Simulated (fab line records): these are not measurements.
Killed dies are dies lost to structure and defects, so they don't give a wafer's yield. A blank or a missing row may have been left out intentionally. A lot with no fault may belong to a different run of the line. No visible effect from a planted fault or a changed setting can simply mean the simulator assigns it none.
fab line records	flow nand_harc
record: lots: 14	wafers: 42	last_day: 34
route steps=1302 shown P_M2@342 THIN_TSV@1263 END@1302
lots with no fault: from the same line, run without faults
start_h: the number of hours between the record's first day and the start of the first shown wafer of the lot	wait_h: hours from the lot's prior step to this one	" identical to the entry in the row above	L1.1+2: several wafers, shown together as one row	- no value, or no start was given	* or withheld: withheld	< > ~ a bound
route shown NAME@n: a module of which the file shows steps, and the number in the route of the first	usual: mean and standard deviation over wafers with no fault	same: alike in all rows	chamber/n: place in a boat	sites: the reading at each site	_std_site: how widely they spread, as a standard deviation	_edge_site: mean of outer sites minus mean of inner sites	radius_mm: for every site, how far away it sits from the centre of the wafer	mask NAME#n: copy n	behind: the tool/chamber that last shaped the wafer	hold: why the lot went on hold/how many hours it stayed there/how the hold came to an end	device: names the non-switching transistor (n, p or np)	end of line: tests run on the same wafers once the route is complete	step lacking rows: just its recipe	killed: at the first sort, the dies lost to defects and structure; wafer yield is something else	map: the dies of a wafer, with x for killed, . for not killed, _ for no die there
set.NAME: the run value of the setting; set.NAME@STEP: its run value at that earlier step	model.NAME: the simulator's own value behind a step, which no gauge read
a sample of lots followed through the steps of the route, with each step as a table and each wafer as a row
services: when a tool's chamber went out of use (start_h, in hours from the record's first day, below 0 if earlier), for how many hours, and the reason
== steps ==
step: NHARC_P_M2_ECD_22
recipe: target_thk_a: 4000	bath_temp_c: 25	material: Cu
lot.wafer	tool	chamber	start_h	wait_h
L246.3+5+6	ecd_cu-01	1,0,1	140.79	-
L247.2+4+5	ecd_cu-02	1,1,0	146.88	-
L248.1+4+3	ecd_cu-01	1,0,1	148.71	-
L250.2+4+3	ecd_cu-01	1,1,0	173.37	-
L252.2+3+4	ecd_cu-02	0,1,0	191.85	-
L253.3+6+5	ecd_cu-01	0,0,1	201.66	-
L254.1+4+6	ecd_cu-01	1,0,1	213.03	-
L262.2+6+5	ecd_cu-02	1,1,0	293.90	-
L263.2+3+5	ecd_cu-02	1,0,1	307.91	-
L264.2+3+5	ecd_cu-01	0,1,1	313.44	-
L265.2+4+5	ecd_cu-01	1	328.65	-
L267.3+4+6	ecd_cu-02	0,1,1	343.60	-
L268.1+4+3	ecd_cu-02	0,0,1	351.99	-
L269.1+4+5	ecd_cu-02	0,0,1	365.42	-
step: NHARC_THIN_TSV_ETCH_15
recipe: target_depth_a: 30000	bosch_target_overetch_cycles: 2	bosch_etch_step_s: 2.8	bosch_dep_step_s: 1.2	bosch_cycles: 14
usual: drypump_motor_current_A: 5.9/0.36
same: bosch_cycles: 14	bosch_dep_step_s: 1.2
lot.wafer	tool	chamber	start_h	wait_h	drypump_motor_current_A	rf_hours_counter_h
L246.3	rie_si-03	1	545.44	-	5.7	0.76
L246.5	"	1	"	"	5.7	-
L246.6	"	2	"	"	6.5	-
L248.3	rie_si-02	3	556.58	-	5.8	0.55
L248.1	"	0	"	"	5.7	0.51
L248.4	"	2	"	"	5.4	0.63
L247.4	rie_si-03	1	557.78	-	5.7	0.84
L247.2	"	2	"	"	6.5	0.66
L247.5	"	1	"	"	5.7	-
L252.2	rie_si-02	0	589.17	-	5.7	0.75
L252.3	"	1	"	"	5.9	0.75
L252.4	"	2	"	"	5.4	0.79
L250.3	rie_si-05	1	594.67	-	5.8	0.72
L250.2	"	3	"	"	5.9	0.84
L250.4	"	0	"	"	5.6	0.69
L254.4	rie_si-02	2	626.64	-	5.4	1.03
L254.1	"	0	"	"	5.7	0.94
L254.6	"	2	"	"	5.4	-
L253.3	rie_si-05	1	627.69	-	5.8	0.90
L253.5	"	1	"	"	5.8	-
L253.6	"	2	"	"	6.5	-
L262.2	rie_si-02	2	707.03	-	5.4	0.53
L262.6	"	1	"	"	5.9	-
L262.5	"	2	"	"	5.4	-
L264.2	rie_si-03	3	722.54	-	6.0	0.86
L264.3	"	1	"	"	5.7	0.72
L264.5	"	3	"	"	6.0	-
L263.2	rie_si-02	0	723.75	-	5.8	0.64
L263.3	"	2	"	"	5.4	0.66
L263.5	"	0	"	"	5.7	-
L265.2	rie_si-02	3	748.71	-	5.8	0.75
L265.4	"	1	"	"	6.0	0.35
L265.5	"	0	"	"	5.7	-
L268.1	rie_si-05	1	756.58	-	5.8	0.61
L268.4	"	2	"	"	6.5	0.52
L268.3	"	3	"	"	5.9	0.50
L267.3	rie_si-02	1	757.75	-	5.9	0.40
L267.4	"	2	"	"	5.4	0.78
L267.6	"	1	"	"	5.9	-
L269.1	rie_si-03	2	806.91	-	6.5	0.29
L269.4	"	3	"	"	6.1	-
L269.5	"	2	"	"	6.5	-
step: NHARC_THIN_TSV_STRIP_45
recipe: power_w: 1500	temp_c: 250	chemistry: O2
usual: drypump_motor_current_A: 5.9/0.49	heater_power_w: 353/36	temp_c: 250.04/0.17
lot.wafer	tool	chamber	start_h	wait_h	drypump_motor_current_A	heater_power_w	rf_hours_counter_h	temp_c
L246.3	plasma_asher-01	1	545.76	0.2	5.8	323	-	249.78
L246.5	"	1	"	"	5.8	320	-	249.80
L246.6	"	0	"	"	6.6	321	-	250.16
L248.1	plasma_asher-02	1	556.84	0.1	5.7	383	25	249.99
L248.3	"	0	"	"	5.4	381	-	250.39
L248.4	"	1	"	"	5.8	396	-	250.18
L247.2	plasma_asher-01	1	557.99	0.1	5.8	320	5	249.90
L247.4	"	0	"	"	6.6	324	-	250.26
L247.5	"	1	"	"	5.8	324	-	249.85
L252.2	plasma_asher-02	1	589.44	0.1	5.7	404	32	250.11
L252.3	"	0	"	"	5.3	395	-	250.22
L252.4	"	1	"	"	5.7	392	-	249.96
L250.2	plasma_asher-02	1	594.93	0.1	5.7	395	33	250.10
L250.3	"	0	"	"	5.3	394	-	250.06
L250.4	"	1	"	"	5.7	401	-	250.02
L254.1	plasma_asher-01	0	626.90	0.1	6.6	311	21	249.98
L254.4	"	0	"	"	6.6	317	-	249.88
L254.6	"	1	"	"	5.8	326	-	250.02
L253.3	plasma_asher-01	1	628.05	0.2	5.8	319	-	249.81
L253.6	"	0	"	"	6.6	309	-	249.91
L253.5	"	1	"	"	5.8	320	-	249.78
L262.2	plasma_asher-02	1	707.41	0.2	5.7	394	20	250.06
L262.6	"	1	"	"	5.7	403	-	249.94
L262.5	"	0	"	"	5.3	383	-	250.02
L264.2	plasma_asher-02	0	722.79	0.1	5.3	389	22	250.29
L264.3	"	0	"	"	5.4	393	-	250.27
L264.5	"	0	"	"	5.3	390	-	250.09
L263.2	plasma_asher-01	0	724.00	0.1	6.6	324	4	250.29
L263.3	"	0	"	"	6.7	329	-	250.00
L263.5	"	0	"	"	6.6	318	-	250.08
L265.2	plasma_asher-01	1	748.98	0.1	5.8	344	10	249.80
L265.4	"	1	"	"	5.8	331	-	249.76
L265.5	"	0	"	"	6.7	325	-	249.95
L268.1	plasma_asher-02	0	756.85	0.1	5.3	388	30	249.68
L268.3	"	1	"	"	5.7	393	-	250.16
L268.4	"	0	"	"	5.3	389	-	249.95
L267.3	plasma_asher-02	0	758.05	0.2	5.3	392	-	249.94
L267.4	"	1	"	"	5.7	395	-	249.87
L267.6	"	1	"	"	5.7	407	-	249.96
L269.1	plasma_asher-01	1	807.17	0.1	5.8	337	18	250.19
L269.4	"	0	"	"	6.7	322	-	249.97
L269.5	"	1	"	"	5.8	329	-	250.00
step: NHARC_THIN_TSV_ANNEAL_52
recipe: temp_c: 225	time_s: 90
usual: wafer_temp_C_max: 226.19/0.26
lot.wafer	tool	chamber	start_h	wait_h	wafer_temp_C_max
L246.3	rtp_anneal-01	0	548.68	0.4	226.50
L246.5	"	0	"	"	226.05
L246.6	"	0	"	"	226.34
L248.1	rtp_anneal-01	0	559.71	0.5	225.76
L248.3	"	0	"	"	226.55
L248.4	"	0	"	"	226.36
L247.2	rtp_anneal-01	0	561.18	0.6	226.41
L247.4	"	0	"	"	226.50
L247.5	"	0	"	"	225.93
L252.2	rtp_anneal-02	0	592.34	0.7	226.13
L252.3	"	0	"	"	225.91
L252.4	"	0	"	"	226.26
L250.2	rtp_anneal-02	0	597.85	0.7	226.61
L250.3	"	0	"	"	226.36
L250.4	"	0	"	"	226.27
L254.1	rtp_anneal-02	0	629.91	0.6	226.84
L254.4	"	0	"	"	226.30
L254.6	"	0	"	"	226.32
L253.3	rtp_anneal-02	0	630.93	0.5	225.97
L253.5	"	0	"	"	225.73
L253.6	"	0	"	"	226.58
L262.2	rtp_anneal-02	0	710.42	0.6	225.87
L262.5	"	0	"	"	226.19
L262.6	"	0	"	"	226.11
L264.2	rtp_anneal-02	0	725.71	0.6	226.15
L264.3	"	0	"	"	226.17
L264.5	"	0	"	"	225.77
L263.2	rtp_anneal-01	0	726.99	0.7	226.42
L263.3	"	0	"	"	225.92
L263.5	"	0	"	"	226.12
L265.2	rtp_anneal-01	0	752.03	0.6	226.38
L265.4	"	0	"	"	226.66
L265.5	"	0	"	"	226.53
L268.1	rtp_anneal-01	0	759.72	0.5	226.21
L268.3	"	0	"	"	226.02
L268.4	"	0	"	"	226.23
L267.3	rtp_anneal-02	0	760.97	0.4	226.03
L267.4	"	0	"	"	226.53
L267.6	"	0	"	"	226.07
L269.1	rtp_anneal-02	0	810.04	0.5	226.03
L269.4	"	0	"	"	226.21
L269.5	"	0	"	"	226.19
step: NHARC_END_SORT_01
recipe: temp_c: 25
usual: defect_limited_yield: 90.9/2.4	killed_at_array: 56/17	killed_at_other: 1.2/1.4	killed_at_periphery: 4/3.2	killed_dies: 61/16	killed_open: 3.6/2.1	killed_short: 2.7/1.8
same: gross_dies: 677
lot.wafer	tool	chamber	start_h	wait_h	defect_limited_yield[%]	killed_at_array	killed_at_other	killed_at_periphery	killed_dies	killed_open	killed_short
L246.3	prober-01	0	561.11	3.1	92.8	41	0	8	49	3	2
L246.5	prober-01	0	562.69	3.7	93.6	40	0	3	43	3	0
L246.6	prober-01	0	563.48	4.0	93.2	40	0	6	46	5	5
L248.1	prober-02	0	570.78	2.5	88.8	76	0	0	76	2	8
L248.3	prober-02	0	572.38	3.1	91.3	57	1	1	59	0	1
L248.4	prober-02	0	573.18	3.4	88.5	76	0	2	78	5	1
L247.2	prober-01	0	571.61	2.8	92.3	49	0	3	52	7	4
L247.4	prober-01	0	573.21	3.4	94.8	34	1	0	35	2	4
L247.5	prober-01	0	574.01	3.7	93.1	44	1	2	47	4	2
L252.2	prober-01	0	604.06	2.8	88.3	71	2	6	79	2	5
L252.3	prober-01	0	604.87	3.1	89.1	71	0	3	74	1	2
L252.4	prober-01	0	605.67	3.4	90.8	57	2	3	62	2	3
L250.2	prober-01	0	611.85	2.8	90.5	60	0	4	64	3	2
L250.3	prober-01	0	612.63	3.1	89.1	71	0	3	74	6	1
L250.4	prober-01	0	613.41	3.3	88.8	74	0	2	76	4	5
L254.1	prober-02	0	641.04	2.5	61.6	52	0	208	260	1	0
L254.4	prober-02	0	643.45	3.4	59.4	69	2	204	275	5	2
L254.6	prober-02	0	645.05	4.0	61.0	65	0	199	264	3	2
L253.3	prober-01	0	642.63	3.1	63.8	43	0	202	245	5	3
L253.5	prober-01	0	644.23	3.7	63.2	40	1	208	249	7	3
L253.6	prober-01	0	645.04	4.0	62.8	36	0	216	252	5	2
L262.2	prober-02	0	722.42	2.8	88.9	69	5	1	75	0	0
L262.5	prober-02	0	724.80	3.7	89.2	66	3	4	73	2	2
L262.6	prober-02	0	725.59	4.0	87.6	81	1	2	84	4	2
L263.2	prober-02	0	737.96	2.8	92.2	51	0	2	53	3	6
L263.3	prober-02	0	738.76	3.1	93.4	43	0	2	45	1	2
L263.5	prober-02	0	740.37	3.7	89.5	67	0	4	71	4	6
L264.2	prober-01	0	739.22	2.8	87.9	74	0	8	82	3	4
L264.3	prober-01	0	740.03	3.1	86.7	87	0	3	90	2	1
L264.5	prober-01	0	741.63	3.7	87.0	74	0	14	88	0	4
L265.2	prober-02	0	765.76	2.8	93.2	43	0	3	46	6	3
L265.4	prober-02	0	767.35	3.4	95.3	28	0	4	32	2	0
L265.5	prober-02	0	768.14	3.7	95.9	27	0	1	28	1	0
L268.1	prober-01	0	771.03	2.5	87.7	69	3	11	83	12	4
L268.3	prober-01	0	772.63	3.1	90.4	55	2	8	65	2	4
L268.4	prober-01	0	773.43	3.4	90.5	55	1	8	64	2	3
L267.3	prober-02	0	774.29	3.1	90.0	56	3	9	68	7	3
L267.4	prober-02	0	775.07	3.3	93.8	36	2	4	42	3	2
L267.6	prober-02	0	776.63	3.9	91.6	45	6	6	57	4	4
L269.1	prober-02	0	821.86	2.5	90.0	46	6	16	68	3	2
L269.4	prober-02	0	824.26	3.4	92.6	40	1	9	50	3	2
L269.5	prober-02	0	825.06	3.7	89.4	60	2	10	72	4	3
killed by level:class
L246.3 A_SLIT:chamber_film_flake=23 P_ZERO_WELL:chamber_film_flake=6 A_CHANNEL_HOLE_D2:chamber_film_flake=4 A_CHANNEL_FILL_D1:chamber_film_flake=3 P_BONDPAD:chamber_film_flake=2 A_CHANNEL_HOLE_D1:chamber_film_flake=2 A_STAIRCASE:chamber_film_flake=2 A_CHANNEL_HOLE_D1:geometric_particle:short=1
L246.5 A_SLIT:chamber_film_flake=19 A_CHANNEL_HOLE_D2:chamber_film_flake=9 P_ZERO_WELL:chamber_film_flake=3 A_CHANNEL_FILL_D1:chamber_film_flake=2 A_CHANNEL_FILL_D2:chamber_film_flake=2 A_STAIRCASE:chamber_film_flake=2 A_WL_FILL:geometric_particle:open=1 A_CONTACT:geometric_particle:open=1
L246.6 A_SLIT:chamber_film_flake=19 A_CHANNEL_HOLE_D2:chamber_film_flake=8 P_CONTACT:geometric_particle:open=2 A_ONON_D1:geometric_particle:short=2 A_M0:geometric_particle:short=2 P_ZERO_WELL:chamber_film_flake=2 A_STAIRCASE:chamber_film_flake=2 A_CONTACT:chamber_film_flake=2
L248.1 A_CHANNEL_HOLE_D1:chamber_film_flake=25 A_SLIT:chamber_film_flake=20 A_CHANNEL_HOLE_D2:chamber_film_flake=5 A_CONTACT:chamber_film_flake=5 A_STAIRCASE:chamber_film_flake=4 A_BONDPAD:chamber_film_flake=4 A_ONON_D1:geometric_particle:short=2 A_CHANNEL_FILL_D1:geometric_particle:short=2
L247.2 A_CHANNEL_HOLE_D2:chamber_film_flake=31 A_CONTACT:chamber_film_flake=3 A_STAIRCASE:chamber_film_flake=2 A_ONON_D1:geometric_particle:open=2 A_CHANNEL_FILL_D1:geometric_particle:open=2 A_CHANNEL_HOLE_D1:chamber_film_flake=2 A_BONDPAD:chamber_film_flake=2 P_GATE:geometric_particle:open=1
L248.3 A_SLIT:chamber_film_flake=24 A_CHANNEL_HOLE_D1:chamber_film_flake=20 A_CHANNEL_HOLE_D2:chamber_film_flake=7 A_CHANNEL_FILL_D2:chamber_film_flake=2 A_ONON_D2:geometric_particle:short=1 P_STI:chamber_film_flake=1 A_DECK1_JOINT:chamber_film_flake=1 A_CONTACT:unspecified=1
L248.4 A_CHANNEL_HOLE_D1:chamber_film_flake=32 A_SLIT:chamber_film_flake=23 A_CHANNEL_HOLE_D2:chamber_film_flake=5 A_STAIRCASE:chamber_film_flake=4 A_CONTACT:chamber_film_flake=3 A_CHANNEL_FILL_D2:chamber_film_flake=2 P_GATE:geometric_particle:open=1 P_CONTACT:geometric_particle:open=1
L247.4 A_CHANNEL_HOLE_D2:chamber_film_flake=23 A_SOURCE_PLATE:geometric_particle:short=2 A_CHANNEL_HOLE_D1:chamber_film_flake=2 A_STAIRCASE:chamber_film_flake=2 A_CONTACT:chamber_film_flake=2 A_ONON_D1:geometric_particle:open=1 A_CHANNEL_FILL_D2:geometric_particle:open=1 A_STAIRCASE:geometric_particle:short=1
L247.5 A_CHANNEL_HOLE_D2:chamber_film_flake=30 A_CHANNEL_HOLE_D1:chamber_film_flake=4 A_CONTACT:chamber_film_flake=4 A_ONON_D2:geometric_particle:open=2 A_ONON_D1:geometric_particle:short=1 A_CHANNEL_FILL_D2:geometric_particle:short=1 A_M1:geometric_particle:open=1 STARTING-WAFER:geometric_particle:open=1
L252.2 A_CHANNEL_HOLE_D2:chamber_film_flake=36 A_SLIT:chamber_film_flake=30 P_CONTACT:geometric_particle:short=3 A_CHANNEL_HOLE_D1:chamber_film_flake=2 THIN_TSV:chamber_film_flake=2 P_CONTACT:geometric_particle:open=1 P_M0:geometric_particle:short=1 A_CHANNEL_FILL_D2:geometric_particle:short=1
L252.3 A_CHANNEL_HOLE_D2:chamber_film_flake=36 A_SLIT:chamber_film_flake=26 A_CHANNEL_HOLE_D1:chamber_film_flake=2 A_CONTACT:chamber_film_flake=2 P_CONTACT:geometric_particle:open=1 P_CONTACT:geometric_particle:short=1 A_ONON_D1:geometric_particle:short=1 P_ZERO_WELL:chamber_film_flake=1
L252.4 A_SLIT:chamber_film_flake=23 A_CHANNEL_HOLE_D2:chamber_film_flake=20 A_CHANNEL_HOLE_D1:chamber_film_flake=3 A_CONTACT:chamber_film_flake=3 P_CONTACT:geometric_particle:short=2 A_CHANNEL_FILL_D1:chamber_film_flake=2 A_STAIRCASE:chamber_film_flake=2 THIN_TSV:chamber_film_flake=2
L250.2 A_SLIT:chamber_film_flake=26 A_CHANNEL_HOLE_D2:chamber_film_flake=19 A_CONTACT:chamber_film_flake=5 A_ZERO_WELL:chamber_film_flake=3 A_CHANNEL_FILL_D1:chamber_film_flake=2 P_STI:geometric_particle:short=1 P_CONTACT:geometric_particle:open=1 P_M0:geometric_particle:open=1
L250.3 A_SLIT:chamber_film_flake=28 A_CHANNEL_HOLE_D2:chamber_film_flake=26 A_CONTACT:chamber_film_flake=6 A_CHANNEL_FILL_D1:geometric_particle:open=3 P_GATE:chamber_film_flake=3 A_ZERO_WELL:chamber_film_flake=2 A_ONON_D2:geometric_particle:open=1 A_CHANNEL_FILL_D2:geometric_particle:open=1
L250.4 A_CHANNEL_HOLE_D2:chamber_film_flake=29 A_SLIT:chamber_film_flake=26 A_CHANNEL_FILL_D2:chamber_film_flake=3 A_DECK1_JOINT:geometric_particle:short=2 A_CHANNEL_FILL_D2:geometric_particle:short=2 A_M0:geometric_particle:open=2 P_GATE:chamber_film_flake=2 A_STAIRCASE:chamber_film_flake=2
L254.1 P_M2:unspecified=202 A_CHANNEL_HOLE_D1:chamber_film_flake=17 A_SLIT:chamber_film_flake=16 A_CHANNEL_HOLE_D2:chamber_film_flake=10 A_WL_FILL:chamber_film_flake=3 P_ZERO_WELL:chamber_film_flake=2 P_M0:chamber_film_flake=2 A_CONTACT:chamber_film_flake=2
L253.3 P_M2:unspecified=201 A_CHANNEL_HOLE_D2:chamber_film_flake=26 A_STAIRCASE:chamber_film_flake=3 A_ONON_D2:geometric_particle:open=2 A_CHANNEL_HOLE_D1:chamber_film_flake=2 P_M0:geometric_particle:open=1 A_ONON_D2:geometric_particle:short=1 A_STAIRCASE:geometric_particle:short=1
L254.4 P_M2:unspecified=196 A_SLIT:chamber_film_flake=25 A_CHANNEL_HOLE_D1:chamber_film_flake=19 A_CHANNEL_HOLE_D2:chamber_film_flake=11 A_CHANNEL_FILL_D2:chamber_film_flake=4 P_ZERO_WELL:chamber_film_flake=3 A_CONTACT:chamber_film_flake=3 A_CHANNEL_FILL_D1:geometric_particle:open=2
L253.5 P_M2:unspecified=202 A_CHANNEL_HOLE_D2:chamber_film_flake=20 A_STAIRCASE:chamber_film_flake=4 A_CHANNEL_HOLE_D1:chamber_film_flake=3 P_CONTACT:geometric_particle:open=2 P_CONTACT:chamber_film_flake=2 A_ZERO_WELL:chamber_film_flake=2 A_SLIT:chamber_film_flake=2
L253.6 P_M2:unspecified=211 A_CHANNEL_HOLE_D2:chamber_film_flake=23 A_CHANNEL_HOLE_D1:chamber_film_flake=4 P_CONTACT:chamber_film_flake=2 A_WL_FILL:chamber_film_flake=2 P_GATE:geometric_particle:open=1 P_CONTACT:geometric_particle:open=1 P_M0:geometric_particle:open=1
L254.6 P_M2:unspecified=197 A_SLIT:chamber_film_flake=27 A_CHANNEL_HOLE_D1:chamber_film_flake=18 A_CHANNEL_HOLE_D2:chamber_film_flake=9 A_CONTACT:chamber_film_flake=3 A_CHANNEL_FILL_D2:chamber_film_flake=2 P_M2:geometric_particle:short=1 A_CHANNEL_FILL_D1:geometric_particle:short=1
L262.2 A_CHANNEL_HOLE_D1:chamber_film_flake=34 A_SLIT:chamber_film_flake=31 THIN_TSV:chamber_film_flake=5 A_STAIRCASE:chamber_film_flake=2 P_M0:chamber_film_flake=1 A_ZERO_WELL:chamber_film_flake=1 A_CONTACT:chamber_film_flake=1
L262.5 A_SLIT:chamber_film_flake=31 A_CHANNEL_HOLE_D1:chamber_film_flake=23 A_STAIRCASE:chamber_film_flake=6 P_M0:chamber_film_flake=3 THIN_TSV:chamber_film_flake=3 A_CHANNEL_FILL_D2:geometric_particle:short=2 A_ONON_D1:geometric_particle:open=1 A_SGD_CUT:geometric_particle:open=1
L262.6 A_CHANNEL_HOLE_D1:chamber_film_flake=36 A_SLIT:chamber_film_flake=36 A_STAIRCASE:chamber_film_flake=3 A_CHANNEL_HOLE_D2:geometric_particle:open=2 P_CONTACT:geometric_particle:open=1 A_ONON_D2:geometric_particle:open=1 A_CHANNEL_HOLE_D2:geometric_particle:short=1 A_WL_FILL:geometric_particle:short=1
L263.2 A_CHANNEL_HOLE_D2:chamber_film_flake=21 A_CHANNEL_HOLE_D1:chamber_film_flake=7 A_CONTACT:chamber_film_flake=7 A_SLIT:chamber_film_flake=3 A_WL_FILL:chamber_film_flake=2 P_CONTACT:geometric_particle:short=1 A_CHANNEL_HOLE_D1:geometric_particle:short=1 A_CHANNEL_HOLE_D1:geometric_particle:open=1
L263.3 A_CHANNEL_HOLE_D2:chamber_film_flake=21 A_CHANNEL_HOLE_D1:chamber_film_flake=12 A_SLIT:chamber_film_flake=4 P_M0:geometric_particle:open=1 A_DECK1_JOINT:geometric_particle:short=1 A_BLC:geometric_particle:short=1 P_STI:chamber_film_flake=1 A_DECK1_JOINT:chamber_film_flake=1
L264.2 A_SLIT:chamber_film_flake=39 A_CHANNEL_HOLE_D1:chamber_film_flake=24 A_BONDPAD:chamber_film_flake=4 P_ZERO_WELL:chamber_film_flake=3 P_BONDPAD:chamber_film_flake=2 P_STI:geometric_particle:short=1 P_M0:geometric_particle:short=1 P_M1:geometric_particle:open=1
L264.3 A_SLIT:chamber_film_flake=37 A_CHANNEL_HOLE_D1:chamber_film_flake=32 A_STAIRCASE:chamber_film_flake=6 A_CONTACT:chamber_film_flake=3 A_BONDPAD:chamber_film_flake=3 A_ONON_D2:geometric_particle:open=2 P_ZERO_WELL:chamber_film_flake=2 A_DECK1_JOINT:chamber_film_flake=2
L263.5 A_CHANNEL_HOLE_D2:chamber_film_flake=25 A_CHANNEL_HOLE_D1:chamber_film_flake=13 A_SLIT:chamber_film_flake=10 A_CONTACT:chamber_film_flake=6 A_ONON_D2:geometric_particle:short=3 P_STI:chamber_film_flake=3 A_STAIRCASE:chamber_film_flake=2 P_GATE:geometric_particle:open=1
L264.5 A_CHANNEL_HOLE_D1:chamber_film_flake=35 A_SLIT:chamber_film_flake=29 P_ZERO_WELL:chamber_film_flake=5 P_BONDPAD:chamber_film_flake=5 A_STAIRCASE:chamber_film_flake=3 A_WL_FILL:chamber_film_flake=3 P_CONTACT:geometric_particle:short=2 A_CONTACT:chamber_film_flake=2
L265.2 A_CHANNEL_HOLE_D1:chamber_film_flake=23 A_SLIT:chamber_film_flake=6 A_CHANNEL_FILL_D2:chamber_film_flake=3 A_CHANNEL_FILL_D2:geometric_particle:open=2 A_STAIRCASE:chamber_film_flake=2 P_CONTACT:geometric_particle:open=1 P_M2:geometric_particle:open=1 A_SOURCE_PLATE:geometric_particle:open=1
L265.4 A_CHANNEL_HOLE_D1:chamber_film_flake=13 A_SLIT:chamber_film_flake=7 A_CHANNEL_FILL_D2:chamber_film_flake=4 P_STI:chamber_film_flake=3 A_CONTACT:chamber_film_flake=2 P_GATE:geometric_particle:open=1 A_CHANNEL_FILL_D2:geometric_particle:open=1 A_ZERO_WELL:chamber_film_flake=1
L265.5 A_CHANNEL_HOLE_D1:chamber_film_flake=12 A_SLIT:chamber_film_flake=5 A_CHANNEL_FILL_D2:chamber_film_flake=4 A_STAIRCASE:chamber_film_flake=2 A_CONTACT:chamber_film_flake=2 A_ONON_D2:geometric_particle:open=1 P_STI:chamber_film_flake=1 A_CHANNEL_HOLE_D2:chamber_film_flake=1
L268.1 A_SLIT:chamber_film_flake=31 A_CHANNEL_HOLE_D1:chamber_film_flake=16 A_CONTACT:chamber_film_flake=5 P_GATE:chamber_film_flake=4 A_CHANNEL_FILL_D2:chamber_film_flake=4 A_ONON_D1:geometric_particle:open=3 THIN_TSV:chamber_film_flake=3 A_CHANNEL_FILL_D1:geometric_particle:open=2
L268.3 A_SLIT:chamber_film_flake=25 A_CHANNEL_HOLE_D1:chamber_film_flake=10 A_CHANNEL_FILL_D2:chamber_film_flake=6 A_CONTACT:chamber_film_flake=5 P_STI:chamber_film_flake=4 P_GATE:chamber_film_flake=4 A_CHANNEL_FILL_D2:geometric_particle:short=2 A_CHANNEL_HOLE_D2:chamber_film_flake=2
L268.4 A_SLIT:chamber_film_flake=27 A_CHANNEL_HOLE_D1:chamber_film_flake=17 P_STI:chamber_film_flake=4 P_GATE:chamber_film_flake=3 A_CHANNEL_FILL_D2:chamber_film_flake=3 A_CHANNEL_FILL_D1:geometric_particle:short=2 A_DECK1_JOINT:geometric_particle:short=1 A_WL_FILL:geometric_particle:open=1
L267.3 A_CHANNEL_HOLE_D2:chamber_film_flake=35 A_CONTACT:chamber_film_flake=6 A_SLIT:chamber_film_flake=4 P_CONTACT:geometric_particle:open=3 THIN_TSV:chamber_film_flake=2 A_CHANNEL_FILL_D2:geometric_particle:open=2 P_ZERO_WELL:chamber_film_flake=2 P_GATE:chamber_film_flake=2
L267.4 A_CHANNEL_HOLE_D2:chamber_film_flake=24 A_SLIT:chamber_film_flake=4 A_CHANNEL_FILL_D1:chamber_film_flake=2 THIN_TSV:chamber_film_flake=2 P_GATE:geometric_particle:open=1 P_CONTACT:geometric_particle:short=1 A_ONON_D1:geometric_particle:open=1 A_CHANNEL_FILL_D1:geometric_particle:open=1
L267.6 A_CHANNEL_HOLE_D2:chamber_film_flake=26 A_CONTACT:chamber_film_flake=6 THIN_TSV:chamber_film_flake=6 P_CONTACT:geometric_particle:open=3 P_GATE:chamber_film_flake=2 A_CHANNEL_HOLE_D1:unspecified=2 A_STAIRCASE:chamber_film_flake=2 A_SLIT:chamber_film_flake=2
L269.1 A_SLIT:chamber_film_flake=34 P_CONTACT:chamber_film_flake=10 A_STAIRCASE:chamber_film_flake=5 THIN_TSV:chamber_film_flake=5 A_M0:chamber_film_flake=3 P_BONDPAD:chamber_film_flake=2 P_M0:geometric_particle:open=1 A_ONON_D1:geometric_particle:short=1
L269.4 A_SLIT:chamber_film_flake=27 P_CONTACT:chamber_film_flake=5 A_STAIRCASE:chamber_film_flake=4 A_CONTACT:chamber_film_flake=4 P_M1:geometric_particle:open=2 P_M1:geometric_particle:short=1 A_CHANNEL_FILL_D2:geometric_particle:open=1 A_CHANNEL_FILL_D2:geometric_particle:short=1
L269.5 A_SLIT:chamber_film_flake=37 A_STAIRCASE:chamber_film_flake=5 A_CONTACT:chamber_film_flake=5 P_GATE:chamber_film_flake=3 A_CHANNEL_FILL_D2:geometric_particle:short=2 P_STI:chamber_film_flake=2 P_CONTACT:chamber_film_flake=2 P_BONDPAD:chamber_film_flake=2
== services ==
tool	chamber	start_h	hours	kind
rie_si-02	1	123.48	3.7	repair
ecd_cu-01	-	126.71	4.4	repair
ecd_cu-01	-	162.22	8.0	pm
plasma_asher-01	-	165.26	9.0	pm
ecd_cu-01	-	240.95	1.7	repair
ecd_cu-02	-	244.00	8.0	pm
plasma_asher-02	-	249.41	9.0	pm
ecd_cu-02	-	255.87	5.4	repair
rie_si-02	0	259.12	12.1	repair
rie_si-02	-	277.00	9.0	pm
rie_si-02	0	306.48	13.4	repair
ecd_cu-01	-	306.60	1.7	repair
ecd_cu-01	-	338.36	8.0	pm
plasma_asher-01	-	342.26	9.0	pm
ecd_cu-01	-	357.34	6.2	repair
plasma_asher-02	-	376.64	5.6	repair
plasma_asher-01	-	413.87	0.7	repair
ecd_cu-02	-	420.00	8.0	pm
plasma_asher-02	-	426.41	9.0	pm
plasma_asher-02	-	452.88	1.6	repair
rie_si-02	-	454.00	9.0	pm
ecd_cu-02	-	459.17	0.3	repair
rie_si-02	-	476.17	0.9	repair
rtp_anneal-02	-	744.02	12.0	pm
== key ==
first_sign: step: NHARC_END_SORT_01	reading: killed_at_periphery	direction: up	sigmas: 63	usual: 4	struck: 206
effect: step: NHARC_END_SORT_01	reading: defect_limited_yield	direction: down	sigmas: 12	usual: 90.9	struck: 62.0
more_kills_born_at: NHARC_P_M2_ECD_22@ecd_cu-01: 1209
met_at NHARC_P_M2_ECD_22
struck_lots L253,L254
not_acting_at NHARC_THIN_TSV_ETCH_15,NHARC_THIN_TSV_STRIP_45,NHARC_THIN_TSV_ANNEAL_52
onset_between 173.37 201.66
fault: kind: chamber_particle_source	tool: ecd_cu-01	chamber: -	onset_h: 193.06	steps: NHARC_P_M2_ECD_22	rate_per_visit_cm2: 0.41585	end_h: 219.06
